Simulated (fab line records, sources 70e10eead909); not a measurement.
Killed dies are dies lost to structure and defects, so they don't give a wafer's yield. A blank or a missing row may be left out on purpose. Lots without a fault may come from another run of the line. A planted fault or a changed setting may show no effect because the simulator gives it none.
Which tool did it? | flow nand_harc | 7 lots, 21 wafers sampled, at 5 steps of a route of 1302

WHAT THE GAUGES READ, wafer by wafer
NHARC_P_BONDPAD_THK_MEAS_33: measures by ellipsometry.
lot  | measured     | on            | thk_nm (nm)
L580 | day 7 07:32  | film_metro-01 | 198.9 200.3 196.7
L583 | day 8 14:38  | film_metro-02 | 201.5 200.7 199.4
L586 | day 9 22:36  | film_metro-02 | 197.7 198.3 199.5
L589 | day 11 04:48 | film_metro-01 | 199.0
L596 | day 14 02:50 | film_metro-01 | 198.8 200.4 198.4
L599 | day 15 06:23 | film_metro-01 | 201.4 199.6 200.2
L601 | day 16 03:56 | film_metro-02 | 200.9 199.2 201.4

WHICH TOOL RAN EACH LOT (tool, then ch and the chambers of the sampled wafers, then the start)
lot  | NHARC_P_M2_ECD_22              | NHARC_P_M2_CMP_23             | NHARC_P_BONDPAD_DEP_00                     | NHARC_P_BONDPAD_CMP_32
L580 | ecd_cu-01 ch 0,1, day 7 05:03  | cmp-01 ch 2,3, day 7 05:43    | pecvd-02 ch 1,2, day 7 06:44               | cmp-02 ch 0,1,3, day 7 07:20
L583 | ecd_cu-02 ch 1, day 8 12:08    | cmp-02 ch 0,1, day 8 12:53    | pecvd-01 ch 1,2, day 8 13:58               | cmp-04 ch 2,3, day 8 14:24
L586 | ecd_cu-02 ch 0,1, day 9 20:08  | cmp-01 ch 0,2, day 9 20:56    | pecvd-01 ch 0,2, day 9 21:56               | cmp-03 ch 2,3, day 9 22:21
L589 | ecd_cu-02 ch 0,1, day 11 02:23 | cmp-04 ch 0,1, day 11 03:05   | pecvd-01 ch 1, day 11 04:22                | cmp-03 ch 3, day 11 04:38
L596 | ecd_cu-02 ch 0,1, day 14 00:26 | cmp-01 ch 1,3, day 14 01:09   | pecvd-03 ch 0,1,2, day 14 02:11            | cmp-03 ch 1,2,3, day 14 02:38
L599 | ecd_cu-02 ch 0,1, day 15 04:01 | cmp-04 ch 1,3, day 15 04:41   | pecvd-01 ch 0,2, day 15 06:08 or earlier   | cmp-04 ch 0,1, day 15 06:08
L601 | ecd_cu-02 ch 0,1, day 16 01:38 | cmp-02 ch 0,1,2, day 16 02:16 | pecvd-02 ch 0,1,2, day 16 03:44 or earlier | cmp-04 ch 0,1,3, day 16 03:44
- NHARC_P_M2_ECD_22: material Cu, target thk 400 nm.
- NHARC_P_M2_CMP_23: polishes, t overpolish 20 s, target thk 144.3 nm.
- NHARC_P_BONDPAD_DEP_00: deposits SiCN, target thk 250 nm.
- NHARC_P_BONDPAD_CMP_32: polishes SiCN, target thk 200 nm.

THE ANSWER, worked out from the rows above alone
Rule: what is usual is taken from the lots themselves. Put in order of their means at a reading, lots are off if they are a third of the lots or fewer, leave a main group of 4 or more, and stand apart from it by a gap of 3 or more times the standard deviation of the main group's means; of several such gaps the widest counts. A main group whose means are all the same, to the digits that the tables above print for the reading, isn't used. A lot without any number at a reading at which 4 lots or more have one is off too. The other lots that the step has rows for count as sound.
No lot is off at any reading shown: from this, nothing can be told.

WHAT THE SIMULATOR HAD PUT IN
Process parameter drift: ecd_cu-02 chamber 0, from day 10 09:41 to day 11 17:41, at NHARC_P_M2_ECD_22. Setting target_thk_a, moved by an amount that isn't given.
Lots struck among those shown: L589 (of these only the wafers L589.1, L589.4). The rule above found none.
